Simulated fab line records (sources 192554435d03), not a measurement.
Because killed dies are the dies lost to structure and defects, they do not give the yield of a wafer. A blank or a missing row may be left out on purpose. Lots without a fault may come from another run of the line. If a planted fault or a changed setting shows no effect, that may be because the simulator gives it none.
Split-lot experiment | flow n5Finfet | 7 lots, 21 wafers read, on a route of 1938 steps

== SPLIT DETAILS ==
At N5_MOL_CONTACT_COAG_EXPOSE_37 (exposes mask VD, defocus 0 nm), the setting doseMj was moved away from the recipe's 62 on 5 of the 21 wafers read, by -3.9% to +6.7%. All remaining wafers had this setting at the recipe value.

== FROM THE SPLIT TO THE READING: what the file shows between them, 2 steps ==
- N5_MOL_CONTACT_COAG_PEB_38: peb time 60 s
- N5_MOL_CONTACT_COAG_DEVELOP_39: develop time 30 s

== THE READING ==
At N5_MOL_CONTACT_COAG_CD_MEAS_40: cdNm in nanometres, against a target cd of 25.1 nm. On this fab line, fault-free wafers typically give 25.12 nm with a standard deviation of 0.22 nm.

wafer  | tool, chamber at the split | doseMj as run | against the recipe | cdNm, nm | against lot-mates on the recipe
L080.1 | euvScanner-02, 0           | 62            | recipe             | 25.03    | -
L080.3 | euvScanner-02, 0           | 62            | recipe             | 25.02    | -
L080.5 | euvScanner-02, 0           | 62            | recipe             | 25.20    | -
L083.4 | euvScanner-01, 0           | 62            | recipe             | 24.80    | -
L083.5 | euvScanner-01, 0           | 62            | recipe             | 24.95    | -
L083.6 | euvScanner-01, 0           | 62            | recipe             | 25.20    | -
L086.4 | euvScanner-02, 0           | 62            | recipe             | 24.93    | -
L086.5 | euvScanner-02, 0           | 62            | recipe             | 25.07    | -
L086.6 | euvScanner-02, 0           | 62            | recipe             | 25.42    | -
L090.2 | euvScanner-02, 0           | 66.18         | +6.7%              | 26.67    | +1.34
L090.3 | euvScanner-02, 0           | 66.18         | +6.7%              | 26.37    | +1.04
L090.4 | euvScanner-02, 0           | 62            | recipe             | 25.33    | -
L093.1 | euvScanner-01, 0           | 62            | recipe             | 25.06    | -
L093.2 | euvScanner-01, 0           | 64.23         | +3.6%              | 25.61    | +0.68
L093.5 | euvScanner-01, 0           | 62            | recipe             | 24.81    | -
L096.1 | euvScanner-01, 0           | 62            | recipe             | 24.92    | -
L096.2 | euvScanner-01, 0           | 59.56         | -3.9%              | 24.18    | -0.94
L096.3 | euvScanner-01, 0           | 62            | recipe             | 25.31    | -
L097.3 | euvScanner-02, 0           | 62            | recipe             | 25.01    | -
L097.4 | euvScanner-02, 0           | 62            | recipe             | 25.08    | -
L097.5 | euvScanner-02, 0           | 63.42         | +2.3%              | 25.53    | +0.48

FIT RESULTS
A straight line over all 21 wafers: cdNm changes by +0.21 nm for each +1% of doseMj; r = +0.95; the points scatter about the line by 0.18 nm.
The same after taking each lot's own level away (the mean of its wafers on the recipe; 21 wafers): +0.189 nm for each +1%; r = +0.95; scatter 0.15 nm.
The reading moves by 1.3 nm for the largest change in doseMj, on that fit.
Across the lots, their own levels run from 24.935 to 25.330 nm, a range of 1.8 times the standard deviation given above.
Hence the slope depends on the lot-to-lot level, as the two fits are not the same.
Check: with one of the wafers moved furthest among these (+6.7%) left out of the fit, the line predicts +1.21 nm for it against its lot-mates. Against them it came out at +1.34 nm.

== FURTHER SPLITS ON THESE WAFERS ==
Other splits were also applied to these wafers ahead of the reading. Each is held against what the fit with the lots' levels taken away leaves over:
other split on the same wafers              | wafers away from the commonest value | r with cdNm (lot level and that fit taken away)
N5_GATE_CUT_DESCUM_18 timeS                 | 10                                   | -0.16
N5_MOL_CONTACT_COAG_CONTACT_ETCH_14 sourceW | 9                                    | +0.04
N5_MOL_CONTACT_COAG_ETCH_15 sourceW         | 8                                    | -0.11
N5_MOL_CONTACT_COAG_COAT_64 spinRpm         | 8                                    | +0.03

== FILE'S OWN FIT ==
cdNm changes by +0.193 nm for each +1% of doseMj, r = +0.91.
